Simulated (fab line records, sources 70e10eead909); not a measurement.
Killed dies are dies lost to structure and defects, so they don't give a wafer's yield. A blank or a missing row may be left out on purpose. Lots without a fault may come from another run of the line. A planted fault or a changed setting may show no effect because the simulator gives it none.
fab line records | flow nand_harc
record lots=5 wafers=15 last_day=24
route steps=1159 shown A_STAIRCASE@719 A_SGD_CUT@747
lots that met no fault: from a run of the same line without faults
start_h: hours from the record's first day to the start of the lot's first wafer shown | wait_h: hours since the lot's step before | " the same as in the row above | L1.1+2: a row that stands for several wafers | - no value, or no start given | * or withheld: withheld | < > ~ a bound
route shown NAME@n: a module of which the file shows steps, and the number in the route of the first | usual: mean/standard deviation of fault-free wafers | same: alike in all rows | chamber/n: place in a boat | sites: the reading at each site | _std_site: their standard deviation | _edge_site: outer sites' mean less inner sites' | radius_mm: how far each site lies from the wafer's centre | mask NAME#n: copy n | behind: the tool/chamber that last shaped the wafer | hold: why the lot was held/for how many hours/how that ended | device: the transistor (n, p or np) that didn't switch | end of line: the same wafers' tests at the end of the route | a step without rows: its recipe alone | killed: dies lost to structure and defects at the first sort, not the wafer's yield | map: a wafer's dies, x killed, . not, _ none there
set.NAME: the setting as run; set.NAME@STEP: as run at that earlier step | model.NAME: the simulator's own value behind a step, which no gauge read
lots at some steps of the route; a table a step, a row a wafer
services: from which hour (start_h, from the record's first day; less than 0 if before it) a tool's chamber was out of use, for how many hours, and why
## steps
# step NHARC_A_STAIRCASE_SOFTBAKE_436
# recipe temp_c=135 time_s=170
# columns lot.wafer tool chamber start_h wait_h
L074.3+4+5 litho_track-07 0 - -
L080.2+3+5 litho_track-05 0 - -
L084.2+3+6 litho_track-05 0 - -
L086.3+5+6 litho_track-05 0 - -
L096.2+3+5 litho_track-07 0 - -
# step NHARC_A_STAIRCASE_EBR_437
# columns lot.wafer tool chamber start_h wait_h
L074.3+4+5 litho_track-07 0 - -
L080.2+3+5 litho_track-05 0 - -
L084.2+3+6 litho_track-05 0 - -
L086.3+5+6 litho_track-05 0 - -
L096.2+3+5 litho_track-07 0 - -
# step NHARC_A_STAIRCASE_EXPOSE_438
# recipe na=0.5 dose_mj=28.97 mask_id=STAIR_REV
# usual reticle_temp_C=22.99/0.095 stage_vel_mm_s=500.04/0.22
# columns lot.wafer tool chamber start_h wait_h mask reticle_temp_C stage_vel_mm_s
L074.3 krf_scanner-04 0 304.58 - STAIR_REV#0 23.06 499.82
L074.4 " 0 " " STAIR_REV#0 22.76 499.70
L074.5 " 0 " " STAIR_REV#0 22.93 499.81
L080.2 krf_scanner-03 0 327.02 - STAIR_REV#0 22.96 500.22
L080.3 " 0 " " STAIR_REV#0 23.04 499.62
L080.5 " 0 " " STAIR_REV#0 23.01 500.06
L084.2 krf_scanner-04 0 362.90 - STAIR_REV#0 22.99 500.05
L084.3 " 0 " " STAIR_REV#0 22.98 499.95
L084.6 " 0 " " STAIR_REV#0 22.81 499.83
L086.3 krf_scanner-02 0 373.48 - STAIR_REV#0 22.93 500.14
L086.5 " 0 " " STAIR_REV#0 22.87 499.82
L086.6 " 0 " " STAIR_REV#0 22.93 500.00
L096.2 krf_scanner-03 0 442.46 - STAIR_REV#0 22.91 500.52
L096.3 " 0 " " STAIR_REV#0 22.95 500.50
L096.5 " 0 " " STAIR_REV#0 22.99 500.34
# step NHARC_A_STAIRCASE_PEB_439
# recipe peb_temp_c=115 peb_time_s=130
# columns lot.wafer tool chamber start_h wait_h
L074.3+4+5 litho_track-02 0 304.64 0.1
L080.2+3+5 litho_track-07 0 327.08 0.1
L084.2+3+6 litho_track-07 0 362.96 0.1
L086.3+5+6 litho_track-07 0 373.54 0.0
L096.2+3+5 litho_track-02 0 442.52 0.1
# step NHARC_A_STAIRCASE_DEVELOP_440
# recipe time_s=140
# columns lot.wafer tool chamber start_h wait_h
L074.3+4+5 litho_track-02 0 - -
L080.2+3+5 litho_track-07 0 - -
L084.2+3+6 litho_track-07 0 - -
L086.3+5+6 litho_track-07 0 - -
L096.2+3+5 litho_track-02 0 - -
# step NHARC_A_STAIRCASE_HARDBAKE_442
# recipe temp_c=120 time_s=140
# columns lot.wafer tool chamber start_h wait_h
L074.3+4+5 litho_track-05 0 304.86 -
L080.2+3+5 litho_track-02 0 327.31 -
L084.2+3+6 litho_track-02 0 363.18 -
L086.3+5+6 litho_track-05 0 373.76 -
L096.2+3+5 litho_track-07 0 442.75 -
# step NHARC_A_STAIRCASE_DESCUM_443
# recipe time_s=3 o2_flow_sccm=200 ar_flow_sccm=0 bias_power_w=0 chemistry=O2
# usual drypump_motor_current_A=5.7/0.48 oes_product_au=0.995/0.0099 rf_vpp_V=57.9/0.85 showerhead_plenum_p_Torr=1.91/0.069 throttle_valve_pct=11.312/0.0089
# columns lot.wafer tool chamber start_h wait_h drypump_motor_current_A oes_product_au rf_hours_counter_h rf_vpp_V showerhead_plenum_p_Torr throttle_valve_pct
L074.3 rie_diel-06 3 305.10 - 6.1 0.996 20 58.7 1.99 11.318
L074.4 " 2 " " 6.2 1.000 - 57.4 1.95 11.316
L074.5 " 3 " " 6.1 0.998 - 59.0 1.99 11.318
L080.2 rie_diel-06 1 327.40 - 5.9 0.978 28 58.8 1.98 11.306
L080.3 " 0 " " 5.3 0.993 30 56.6 1.87 11.313
L080.5 " 2 " " 6.1 1.001 - 59.1 1.95 11.306
L084.2 rie_diel-06 3 363.27 - 6.1 0.992 40 58.9 1.99 11.307
L084.3 " 1 " " 5.9 0.995 41 57.4 1.97 11.311
L084.6 " 3 " " 6.1 1.004 - 59.3 1.99 11.314
L086.3 rie_diel-12 3 373.84 - 4.7 0.995 61 57.7 1.85 11.303
L086.6 " 3 " " 4.7 0.997 - 57.2 1.85 11.306
L086.5 " 0 " " 5.9 0.989 - 58.1 1.90 11.321
L096.2 rie_diel-08 0 442.84 - 5.8 1.018 52 57.8 1.83 11.311
L096.3 " 1 " " 6.6 0.999 51 56.7 1.99 11.304
L096.5 " 3 " " 5.2 0.985 - 57.9 1.86 11.305
# step NHARC_A_STAIRCASE_ETCH_444
# recipe target_depth_a=1.02e+05 time_s=3400 c4f8_flow_sccm=20 o2_flow_sccm=10 ar_flow_sccm=withheld rf_w=600 bias_w=1000 chemistry=C4F8/O2
# usual oes_product_au=0.928/0.017 rf_vpp_V=806/4.1
# columns lot.wafer tool chamber start_h wait_h oes_product_au rf_hours_counter_h rf_vpp_V
L074.3 rie_diel-06 2 305.89 0.8 0.930 21 808
L074.5 " 3 " " 0.917 - 812
L074.4 " 0 " " 0.924 - 806
L080.3 rie_diel-06 2 327.97 0.5 0.937 31 810
L080.2 " 3 " " 0.929 30 812
L080.5 " 1 " " 0.912 - 811
L084.3 rie_diel-06 3 363.82 0.5 0.922 40 812
L084.2 " 0 " " 0.913 42 805
L084.6 " 2 " " 0.933 - 809
L086.3 rie_diel-12 3 373.95 0.1 0.915 61 802
L086.6 " 0 375.22 1.3 0.920 - 806
L086.5 " 1 " " 0.914 - 809
L096.2 rie_diel-08 3 442.92 0.1 0.913 40 802
L096.3 " 1 " " 0.923 51 811
L096.5 " 0 " " 0.918 - 802
# step NHARC_A_STAIRCASE_STRIP_446
# recipe power_w=1500 temp_c=250 chemistry=O2
# usual drypump_motor_current_A=5.8/0.55 heater_power_w=334/22
# columns lot.wafer tool chamber start_h wait_h drypump_motor_current_A heater_power_w rf_hours_counter_h
L074.3 plasma_asher-02 1 308.09 0.1 6.6 309 -
L074.4 " 0 " " 5.1 301 -
L074.5 " 1 " " 6.6 313 -
L080.2 plasma_asher-02 0 329.81 0.1 5.1 307 47
L080.3 " 0 " " 5.1 304 -
L080.5 " 0 " " 5.1 311 -
L084.2 plasma_asher-01 0 366.76 1.2 5.8 354 31
L084.3 " 1 " " 5.8 357 -
L084.6 " 0 " " 5.8 342 -
L086.3 plasma_asher-01 1 376.83 0.2 5.9 359 -
L086.5 " 0 " " 5.8 356 -
L086.6 " 1 " " 5.9 351 -
L096.2 plasma_asher-01 1 445.20 0.1 5.8 346 60
L096.3 " 1 " " 5.9 353 -
L096.5 " 1 " " 5.9 355 -
# step NHARC_A_STAIRCASE_STRIP_447
# recipe time_s=900 temp_c=130 chemistry=SPM
# columns lot.wafer tool chamber start_h wait_h
L074.4+3+5 wet_bench-03 6,1,2 308.35 0.2
L080.5+3+2 wet_bench-02 6,2,3 330.11 0.1
L084.2+3+6 wet_bench-06 6,7,1 367.13 0.3
L086.6+5+3 wet_bench-06 2,5,6 377.04 0.1
L096.3+5+2 wet_bench-06 6,7,1 445.55 0.2
# step NHARC_A_STAIRCASE_PRECLEAN_448
# recipe time_s=* temp_c=50 bath_age_min=0 chemistry=SC1
# columns lot.wafer tool chamber start_h wait_h
L074.4+3+5 wet_bench-03 6,1,2 - -
L080.5+3+2 wet_bench-02 6,2,3 - -
L084.2+3+6 wet_bench-06 6,7,1 - -
L086.6+5+3 wet_bench-06 2,5,6 - -
L096.3+5+2 wet_bench-06 6,7,1 - -
# step NHARC_A_STAIRCASE_SRD_449
# columns lot.wafer tool chamber start_h wait_h
L074.4+3+5 wet_bench-03 6,1,2 - -
L080.5+3+2 wet_bench-02 6,2,3 - -
L084.2+3+6 wet_bench-06 6,7,1 - -
L086.6+5+3 wet_bench-06 2,5,6 - -
L096.3+5+2 wet_bench-06 6,7,1 - -
# step NHARC_A_STAIRCASE_CMP_450
# recipe target_thk_nm=200 material=SiO2
# usual motor_current_A=11.7/1.2
# columns lot.wafer tool chamber start_h wait_h motor_current_A
L074.4 cmp-02 2 308.90 - 11.4
L074.3 " 0 " " 11.2
L074.5 " 1 " " 12.3
L080.3 cmp-01 3 330.57 - 13.2
L080.2 " 1 " " 11.8
L080.5 " 3 " " 12.8
L084.2 cmp-03 1 367.57 - 12.2
L084.3 " 3 " " 9.6
L084.6 " 1 " " 12.2
L086.3 cmp-02 2 377.49 - 11.5
L086.5 " 2 " " 12.0
L086.6 " 3 " " 9.5
L096.3 cmp-01 2 446.01 - 11.6
L096.2 " 1 " " 11.9
L096.5 " 2 " " 12.1
# step NHARC_A_STAIRCASE_CMP_152
# usual motor_current_A=11.7/1.3
# columns lot.wafer tool chamber start_h wait_h motor_current_A
L074.4 cmp-02 2 308.98 0.1 11.5
L074.3 " 0 " " 11.4
L074.5 " 1 " " 12.7
L080.3 cmp-01 3 330.64 0.1 12.4
L080.2 " 1 " " 11.3
L080.5 " 3 " " 12.9
L084.2 cmp-03 1 367.65 0.1 11.1
L084.3 " 3 " " 10.1
L084.6 " 1 " " 12.0
L086.3 cmp-02 2 377.56 0.1 12.0
L086.5 " 2 " " 11.7
L086.6 " 3 " " 10.1
L096.3 cmp-01 2 446.08 0.1 11.4
L096.2 " 1 " " 12.4
L096.5 " 2 " " 12.1
# step NHARC_A_STAIRCASE_SRD_154
# columns lot.wafer tool chamber start_h wait_h
L074.5+3+4 wet_bench-02 1,2,6 309.25 0.0
L080.3+5+2 wet_bench-06 0,1,2 330.93 0.0
L084.3+2+6 wet_bench-03 5,6,7 367.92 0.0
L086.6+5+3 wet_bench-06 5,6,1 377.86 0.0
L096.5+3+2 wet_bench-06 6,7,0 446.37 0.0
# step NHARC_A_STAIRCASE_ETCH_403
# recipe target_depth_a=1082 chemistry=dHF material=SiO2
# columns lot.wafer tool chamber start_h wait_h
L074.5+3+4 wet_bench-02 1,2,6 309.28 0.0
L080.3+5+2 wet_bench-06 0,1,2 330.95 0.0
L084.3+2+6 wet_bench-03 5,6,7 367.95 0.0
L086.6+5+3 wet_bench-06 5,6,1 377.88 0.0
L096.5+3+2 wet_bench-06 6,7,0 446.40 0.0
# step NHARC_A_STAIRCASE_ETCHBACK_422
# recipe target_depth_a=400 over_etch_frac=0.3 time_s=74.286 ion_energy_ev=120 ch3f_flow_sccm=50 o2_flow_sccm=30 ar_flow_sccm=200 rf_w=500 bias_w=100 chemistry=CH3F/O2
# usual drypump_motor_current_A=5.7/0.5 oes_product_au=0.95/0.037 rf_vpp_V=244.1/1.5 showerhead_plenum_p_Torr=2.45/0.083 throttle_valve_pct=20.663/0.0093
# columns lot.wafer tool chamber start_h wait_h drypump_motor_current_A oes_product_au rf_hours_counter_h rf_vpp_V showerhead_plenum_p_Torr throttle_valve_pct
L074.3 rie_diel-12 1 309.43 0.1 6.0 0.91 39 246.6 2.55 20.658
L074.4 " 3 " " 4.7 0.92 42 243.3 2.39 20.662
L074.5 " 1 " " 6.0 0.90 - 244.8 2.55 20.655
L080.2 rie_diel-06 2 331.11 0.1 6.1 1.01 32 246.0 2.50 20.681
L080.3 " 1 " " 5.8 0.99 30 246.1 2.54 20.668
L080.5 " 2 " " 6.1 0.99 - 244.2 2.50 20.660
L084.3 rie_diel-08 3 368.10 0.1 5.2 0.91 23 244.2 2.40 20.674
L084.2 " 2 " " 5.8 0.93 23 241.7 2.30 20.671
L084.6 " 0 " " 5.8 0.94 - 243.5 2.36 20.654
L086.3 rie_diel-08 3 378.06 0.2 5.1 0.93 26 242.8 2.40 20.674
L086.6 " 0 " " 5.8 0.93 - 244.2 2.36 20.659
L086.5 " 1 " " 6.6 0.92 - 246.6 2.57 20.657
L096.3 rie_diel-12 3 446.56 0.2 4.7 0.92 24 243.9 2.37 20.655
L096.2 " 1 " " 6.0 0.91 25 246.5 2.53 20.656
L096.5 " 2 " " 5.5 0.94 - 243.3 2.44 20.677
# step NHARC_A_STAIRCASE_ETCH_423
# recipe target_depth_a=300 chemistry=dHF material=SiO2
# columns lot.wafer tool chamber start_h wait_h
L074.4+3+5 wet_bench-02 5,6,0 309.60 0.1
L080.5+3+2 wet_bench-06 1,2,5 331.27 0.1
L084.3+2+6 wet_bench-06 6,0,3 368.26 0.2
L086.5+6+3 wet_bench-03 1,2,4 378.21 0.1
L096.5+2+3 wet_bench-03 2,3,6 446.71 0.1
# step NHARC_A_STAIRCASE_ETCHBACK_157
# recipe target_depth_a=900 over_etch_frac=0.3 time_s=167.14 ion_energy_ev=120 ch3f_flow_sccm=50 o2_flow_sccm=30 ar_flow_sccm=200 rf_w=500 bias_w=100 chemistry=CH3F/O2
# usual drypump_motor_current_A=5.8/0.48 oes_product_au=0.97/0.031 rf_vpp_V=244.0/1.4 showerhead_plenum_p_Torr=2.44/0.093 throttle_valve_pct=20.662/0.0091
# columns lot.wafer tool chamber start_h wait_h drypump_motor_current_A oes_product_au rf_hours_counter_h rf_vpp_V showerhead_plenum_p_Torr throttle_valve_pct
L074.3 rie_diel-06 0 309.86 0.2 5.2 0.99 24 243.0 2.41 20.672
L074.4 " 1 " " 5.9 0.91 21 244.5 2.54 20.669
L074.5 " 1 " " 5.8 0.92 - 245.6 2.54 20.644
L080.2 rie_diel-08 0 331.48 0.2 5.8 1.00 7 243.2 2.37 20.681
L080.3 " 2 " " 5.8 1.00 9 243.2 2.30 20.664
L080.5 " 0 " " 5.7 1.00 - 242.8 2.37 20.663
L084.2 rie_diel-08 0 368.47 0.2 5.8 0.96 20 241.9 2.36 20.657
L084.3 " 1 " " 6.6 0.95 20 245.6 2.57 20.666
L084.6 " 0 " " 5.8 0.96 - 243.7 2.36 20.659
L086.3 rie_diel-08 1 378.44 0.2 6.6 0.95 23 246.5 2.57 20.672
L086.6 " 2 " " 5.8 0.95 - 242.5 2.29 20.656
L086.5 " 3 " " 5.2 0.93 - 244.4 2.40 20.646
L096.3 rie_diel-06 1 446.95 0.2 5.8 0.98 5 245.0 2.52 20.658
L096.2 " 2 " " 6.1 1.00 5 243.1 2.49 20.655
L096.5 " 0 " " 5.2 1.00 - 242.3 2.39 20.648
# step NHARC_A_STAIRCASE_STRIP_475
# recipe time_s=20 o2_flow_sccm=500 ar_flow_sccm=0 bias_w=0 chemistry=O2
# usual drypump_motor_current_A=5.8/0.47 oes_product_au=0.997/0.0099 rf_vpp_V=57.7/0.88 showerhead_plenum_p_Torr=3.51/0.13 throttle_valve_pct=17.035/0.0092
# columns lot.wafer tool chamber start_h wait_h drypump_motor_current_A oes_product_au rf_hours_counter_h rf_vpp_V showerhead_plenum_p_Torr throttle_valve_pct
L074.4 rie_diel-06 1 - - 5.9 0.984 21 58.5 3.64 17.035
L074.3 " 2 " " 6.2 1.009 24 58.5 3.60 17.044
L074.5 " 0 " " 5.3 0.988 - 56.7 3.46 17.033
L080.2 rie_diel-08 1 - - 6.6 0.990 7 57.6 3.69 17.027
L080.3 " 2 " " 5.9 1.004 9 56.6 3.31 17.032
L080.5 " 1 " " 6.6 0.993 - 57.8 3.69 17.039
L084.3 rie_diel-08 3 - - 5.2 1.000 23 57.6 3.45 17.029
L084.2 " 0 " " 5.8 0.999 20 57.0 3.39 17.028
L084.6 " 3 " " 5.2 0.995 - 57.5 3.45 17.031
L086.3 rie_diel-08 2 - - 5.8 1.014 27 57.6 3.30 17.045
L086.5 " 0 " " 5.8 1.009 - 58.4 3.39 17.032
L086.6 " 1 " " 6.6 0.995 - 59.3 3.68 17.037
L096.2 rie_diel-06 1 - - 5.8 0.982 5 56.9 3.61 17.037
L096.3 " 2 " " 6.1 1.009 5 58.1 3.57 17.057
L096.5 " 2 " " 6.1 1.005 - 60.0 3.57 17.019
# step NHARC_A_STAIRCASE_DEP_471
# recipe target_thk_a=1000 temp_c=400 pressure_torr=6.5 rf_w=900 teos_flow_sccm=161.4 flow_sccm=2650 target_thk_nm=100 gas=O2 material=SiO2
# usual heater_power_w=548/78 susceptor_temp_C=400.02/0.23 throttle_valve_pct=15.9/0.41
# columns lot.wafer tool chamber start_h wait_h heater_power_w susceptor_temp_C throttle_valve_pct
L074.3 pecvd-01 1 310.42 - 645 400.11 15.7
L074.5 " 0 " " 441 399.81 15.8
L074.4 " 1 " " 618 399.91 15.8
L080.2 pecvd-02 1 331.88 - 521 400.50 15.7
L080.3 " 2 " " 503 400.40 16.8
L080.5 " 1 " " 530 400.03 15.7
L084.3 pecvd-04 0 368.73 - 663 399.61 16.9
L084.2 " 1 " " 590 399.96 15.9
L084.6 " 0 " " 681 399.79 16.8
L086.3 pecvd-01 1 378.66 - 498 400.38 15.6
L086.5 " 2 " " 409 400.16 16.0
L086.6 " 0 " " 423 399.81 15.8
L096.2 pecvd-04 1 447.33 - 566 400.18 15.6
L096.3 " 2 " " 637 400.05 15.5
L096.5 " 2 " " 656 399.96 15.4
# step NHARC_A_STAIRCASE_CMP_472
# recipe material=SiO2
# usual motor_current_A=11.8/1.1
# columns lot.wafer tool chamber start_h wait_h motor_current_A
L074.3 cmp-01 2 310.67 0.2 11.2
L074.4 " 1 " " 12.4
L074.5 " 3 " " 13.0
L080.2 cmp-01 1 332.20 0.3 11.8
L080.3 " 2 " " 12.0
L080.5 " 0 " " 10.8
L084.2 cmp-03 1 369.05 0.3 12.1
L084.3 " 2 " " 12.6
L084.6 " 0 " " 14.2
L086.3 cmp-02 0 378.99 0.3 11.8
L086.5 " 3 " " 9.8
L086.6 " 0 " " 11.8
L096.2 cmp-02 2 447.65 0.3 11.6
L096.3 " 3 " " 9.4
L096.5 " 0 " " 11.6
# step NHARC_A_STAIRCASE_SRD_474
# columns lot.wafer tool chamber start_h wait_h
L074.5+3+4 wet_bench-03 0,1,3 310.98 0.1
L080.2+3+5 wet_bench-06 3,5,7 332.42 0.0
L084.3+2+6 wet_bench-02 1,3,4 369.27 0.0
L086.6+5+3 wet_bench-02 4,5,7 379.23 0.0
L096.3+2+5 wet_bench-02 5,6,2 447.86 0.0
# step NHARC_A_STAIRCASE_INSPECT_155
# usual raw_defect_count=346/110
# columns lot.wafer tool chamber start_h wait_h raw_defect_count
L074.3 defect_inspect-01 - 311.08 0.1 309
L074.4 " - " " 171
L074.5 " - " " 389
L080.2 defect_inspect-02 - 332.49 0.1 357
L080.3 " - " " 714
L080.5 " - " " 470
L084.2 defect_inspect-02 - 369.35 0.1 369
L084.3 " - " " 259
L084.6 " - " " 243
L086.3 defect_inspect-01 - 379.31 0.1 309
L086.5 " - " " 385
L086.6 " - " " 347
L096.2 defect_inspect-02 - 447.94 0.1 402
L096.3 " - " " 407
L096.5 " - " " 274
# step NHARC_A_SGD_CUT_DEP_00
# recipe target_thk_a=500 temp_c=400 target_thk_nm=50 flow_sccm=200 rf_w=450 material=SiNx
# usual heater_power_w=689/82 susceptor_temp_C=400.01/0.22
# columns lot.wafer tool chamber start_h wait_h heater_power_w susceptor_temp_C
L074.3 pecvd-03 0 311.17 0.1 571 400.22
L074.4 " 2 " " 779 399.89
L074.5 " 0 " " 577 400.32
L080.2 pecvd-02 1 332.56 0.1 674 399.73
L080.3 " 0 " " 853 399.97
L080.5 " 0 " " 868 400.22
L084.2 pecvd-03 2 369.41 0.1 681 399.98
L084.3 " 1 " " 637 399.65
L084.6 " 0 " " 643 400.49
L086.3 pecvd-01 2 379.38 0.1 609 399.91
L086.6 " 2 " " 603 400.05
L086.5 " 0 " " 669 399.98
L096.3 pecvd-03 1 448.01 0.1 713 400.17
L096.2 " 0 " " 614 399.70
L096.5 " 1 " " 733 400.02
# step NHARC_A_SGD_CUT_DEHYDRATE_01
# recipe temp_c=150 time_s=120
# columns lot.wafer tool chamber start_h wait_h
L074.3+4+5 litho_track-01 0 311.42 0.2
L080.2+3+5 litho_track-04 0 332.83 0.2
L084.2+3+6 litho_track-01 0 369.68 0.2
L086.3+5+6 litho_track-04 0 379.65 0.2
L096.2+3+5 litho_track-06 0 448.28 0.2
# step NHARC_A_SGD_CUT_HMDS_02
# recipe time_s=30
# columns lot.wafer tool chamber start_h wait_h
L074.3+4+5 litho_track-01 0 - -
L080.2+3+5 litho_track-04 0 - -
L084.2+3+6 litho_track-01 0 - -
L086.3+5+6 litho_track-04 0 - -
L096.2+3+5 litho_track-06 0 - -
# step NHARC_A_SGD_CUT_COAT_56
# recipe temp_c=260 time_s=75
# columns lot.wafer tool chamber start_h wait_h
L074.3+4+5 litho_track-01 0 - -
L080.2+3+5 litho_track-04 0 - -
L084.2+3+6 litho_track-01 0 - -
L086.3+5+6 litho_track-04 0 - -
L096.2+3+5 litho_track-06 0 - -
# step NHARC_A_SGD_CUT_COAT_57
# recipe temp_c=225 time_s=65
# columns lot.wafer tool chamber start_h wait_h
L074.3+4+5 litho_track-01 0 - -
L080.2+3+5 litho_track-04 0 - -
L084.2+3+6 litho_track-01 0 - -
L086.3+5+6 litho_track-04 0 - -
L096.2+3+5 litho_track-06 0 - -
# step NHARC_A_SGD_CUT_COAT_03
# recipe spin_rpm=1500 resist_thk_nm=90
# columns lot.wafer tool chamber start_h wait_h
L074.3+4+5 litho_track-01 0 - -
L080.2+3+5 litho_track-04 0 - -
L084.2+3+6 litho_track-01 0 - -
L086.3+5+6 litho_track-04 0 - -
L096.2+3+5 litho_track-06 0 - -
# step NHARC_A_SGD_CUT_SOFTBAKE_04
# recipe temp_c=105 time_s=55
# columns lot.wafer tool chamber start_h wait_h
L074.3+4+5 litho_track-01 0 - -
L080.2+3+5 litho_track-04 0 - -
L084.2+3+6 litho_track-01 0 - -
L086.3+5+6 litho_track-04 0 - -
L096.2+3+5 litho_track-06 0 - -
# step NHARC_A_SGD_CUT_EBR_05
# columns lot.wafer tool chamber start_h wait_h
L074.3+4+5 litho_track-01 0 - -
L080.2+3+5 litho_track-04 0 - -
L084.2+3+6 litho_track-01 0 - -
L086.3+5+6 litho_track-04 0 - -
L096.2+3+5 litho_track-06 0 - -
# step NHARC_A_SGD_CUT_EXPOSE_06
# recipe na=1.35 dose_mj=85.59 mask_id=SGD
# usual reticle_temp_C=22.99/0.11 stage_vel_mm_s=500.03/0.22
# columns lot.wafer tool chamber start_h wait_h mask reticle_temp_C stage_vel_mm_s
L074.3 arfi_scanner-03 0 311.61 - SGD#0 23.03 500.44
L074.4 " 0 " " SGD#0 23.18 499.75
L074.5 " 0 " " SGD#0 23.13 499.91
L080.2 arfi_scanner-01 0 333.15 - SGD#0 22.96 499.98
L080.3 " 0 " " SGD#0 23.03 500.17
L080.5 " 0 " " SGD#0 23.08 499.67
L084.2 arfi_scanner-02 0 369.87 - SGD#0 23.00 499.91
L084.3 " 0 " " SGD#0 22.97 500.19
L084.6 " 0 " " SGD#0 23.11 499.85
L086.3 arfi_scanner-02 0 379.98 - SGD#0 23.04 500.07
L086.5 " 0 " " SGD#0 23.02 500.15
L086.6 " 0 " " SGD#0 22.93 500.30
L096.2 arfi_scanner-01 0 448.62 - SGD#0 22.90 500.12
L096.3 " 0 " " SGD#0 23.00 500.04
L096.5 " 0 " " SGD#0 23.06 499.77
# step NHARC_A_SGD_CUT_PEB_07
# recipe peb_temp_c=100 peb_time_s=65
# columns lot.wafer tool chamber start_h wait_h
L074.3+4+5 litho_track-06 0 311.66 0.0
L080.2+3+5 litho_track-04 0 333.22 0.1
L084.2+3+6 litho_track-01 0 369.93 0.1
L086.3+5+6 litho_track-06 0 380.03 0.0
L096.2+3+5 litho_track-06 0 448.68 0.1
# step NHARC_A_SGD_CUT_DEVELOP_08
# recipe develop_time_s=35 dev_temp_c=23
# usual developer_temp_C=23.01/0.1
# columns lot.wafer tool chamber start_h wait_h developer_temp_C
L074.3 litho_track-06 0 - - 22.94
L074.4 " 0 " " 23.01
L074.5 " 0 " " 23.10
L080.2 litho_track-04 0 - - 23.04
L080.3 " 0 " " 23.13
L080.5 " 0 " " 22.99
L084.2 litho_track-01 0 - - 22.99
L084.3 " 0 " " 22.85
L084.6 " 0 " " 23.11
L086.3 litho_track-06 0 - - 23.22
L086.5 " 0 " " 23.05
L086.6 " 0 " " 23.04
L096.2 litho_track-06 0 - - 23.05
L096.3 " 0 " " 22.97
L096.5 " 0 " " 23.03
# step NHARC_A_SGD_CUT_CD_MEAS_09
# recipe target_cd_nm=100 landing_energy_ev=500
# usual cd_nm=100.0/0.56
# columns lot.wafer tool chamber start_h wait_h cd_nm
L074.3 cd_sem-02 0 311.74 - 100.1
L074.4 " 0 " " 100.9
L074.5 " 0 " " 100.1
L080.2 cd_sem-01 0 333.30 - 100.4
L080.3 " 0 " " 98.9
L080.5 " 0 " " 100.2
L084.2 cd_sem-02 0 370.01 - 100.2
L084.3 " 0 " " 100.1
L084.6 " 0 " " 100.4
L086.3 cd_sem-03 0 380.11 - 99.3
L086.5 " 0 " " 100.0
L086.6 " 0 " " 100.4
L096.2 cd_sem-01 0 448.76 - 99.6
L096.3 " 0 " " 100.3
L096.5 " 0 " " 99.4
# step NHARC_A_SGD_CUT_OVL_MEAS_10
# usual overlay_x_nm=0.0/0.75 overlay_y_nm=0.2/0.82
# columns lot.wafer tool chamber start_h wait_h overlay_x_nm overlay_y_nm
L074.3 overlay-02 - 311.83 - 0.5 0.7
L074.4 " - " " 0.2 0.4
L074.5 " - " " 0.4 0.9
L080.2 overlay-01 - 333.38 - -0.2 -0.8
L080.3 " - " " -0.2 -0.7
L080.5 " - " " -0.5 -1.1
L084.2 overlay-02 - 370.10 - 2.7 -0.5
L084.3 " - " " 2.3 0.0
L084.6 " - " " 2.1 0.4
L086.3 overlay-02 - 380.20 - 0.6 -0.4
L086.5 " - " " 0.7 -1.1
L086.6 " - " " 0.9 -0.7
L096.2 overlay-02 - 448.84 - -0.7 1.5
L096.3 " - " " -0.5 0.8
L096.5 " - " " -0.8 0.8
# step NHARC_A_SGD_CUT_INSPECT_11
# usual raw_defect_count=18/9.3
# columns lot.wafer tool chamber start_h wait_h raw_defect_count
L074.3 defect_inspect-01 - 311.86 0.0 17
L074.4 " - " " 18
L074.5 " - " " 17
L080.2 defect_inspect-02 - 333.42 0.0 20
L080.3 " - " " 25
L080.5 " - " " 25
L084.2 defect_inspect-01 - 370.13 0.0 22
L084.3 " - " " 30
L084.6 " - " " 32
L086.3 defect_inspect-01 - 380.24 0.0 18
L086.5 " - " " 18
L086.6 " - " " 32
L096.2 defect_inspect-01 - 448.88 0.0 12
L096.3 " - " " 9
L096.5 " - " " 12
# step NHARC_A_SGD_CUT_DESCUM_14
# recipe time_s=3 o2_flow_sccm=200 ar_flow_sccm=0 bias_power_w=0 chemistry=O2
# usual drypump_motor_current_A=5.8/0.54 oes_product_au=0.996/0.012 rf_vpp_V=57.7/0.95 showerhead_plenum_p_Torr=1.88/0.076 throttle_valve_pct=11.312/0.0093
# columns lot.wafer tool chamber start_h wait_h drypump_motor_current_A oes_product_au rf_hours_counter_h rf_vpp_V showerhead_plenum_p_Torr throttle_valve_pct
L074.3 rie_diel-13 0 311.92 0.1 5.9 1.010 1 58.4 1.79 11.317
L074.4 " 1 " " 4.8 1.003 1 57.9 1.85 11.300
L074.5 " 0 " " 5.9 0.995 - 58.0 1.79 11.324
L080.3 rie_diel-01 0 333.48 0.1 5.3 1.029 2 58.7 1.79 11.312
L080.2 " 1 " " 6.6 1.016 1 57.5 1.89 11.311
L080.5 " 3 " " 5.9 1.008 - 58.4 1.82 11.299
L084.3 rie_diel-13 0 370.19 0.1 5.8 0.990 8 57.2 1.79 11.319
L084.2 " 1 " " 4.8 1.004 8 57.3 1.85 11.320
L084.6 " 0 " " 5.8 0.989 - 57.5 1.79 11.302
L086.3 rie_diel-01 3 380.30 0.1 5.9 1.008 7 56.0 1.82 11.302
L086.5 " 3 " " 5.9 1.004 - 57.2 1.82 11.327
L086.6 " 0 " " 5.3 1.018 - 57.4 1.79 11.311
L096.3 rie_diel-01 0 448.96 0.1 5.3 1.010 13 58.2 1.79 11.336
L096.2 " 1 " " 6.6 0.993 13 57.2 1.89 11.298
L096.5 " 2 " " 5.0 0.990 - 58.3 1.85 11.310
## services
# columns tool chamber start_h hours kind
rie_diel-06 - 289.23 1.7 repair
litho_track-06 - 292.00 7.0 pm
cmp-01 - 297.73 3.8 repair
rie_diel-08 - 301.88 9.0 pm
rie_diel-06 1 302.71 4.0 repair
cmp-01 - 303.38 2.4 repair
wet_bench-06 - 305.60 8.0 pm
litho_track-04 - 316.00 7.0 pm
wet_bench-03 - 322.40 8.0 pm
cmp-02 - 324.64 4.0 pm
litho_track-02 - 340.00 7.0 pm
wet_bench-02 - 356.00 8.0 pm
litho_track-07 - 364.00 7.0 pm
rie_diel-12 2 373.74 7.6 repair
cmp-01 - 375.65 4.0 pm
rie_diel-06 2 381.35 7.2 repair
cmp-02 - 387.63 2.8 repair
cmp-02 - 391.22 4.1 repair
litho_track-05 - 412.00 7.0 pm
rie_diel-06 3 412.97 5.3 repair
rie_diel-06 0 415.46 5.6 repair
rie_diel-06 - 418.30 9.0 pm
cmp-02 - 422.64 4.0 pm
litho_track-01 - 443.00 7.0 pm
## key
fault none
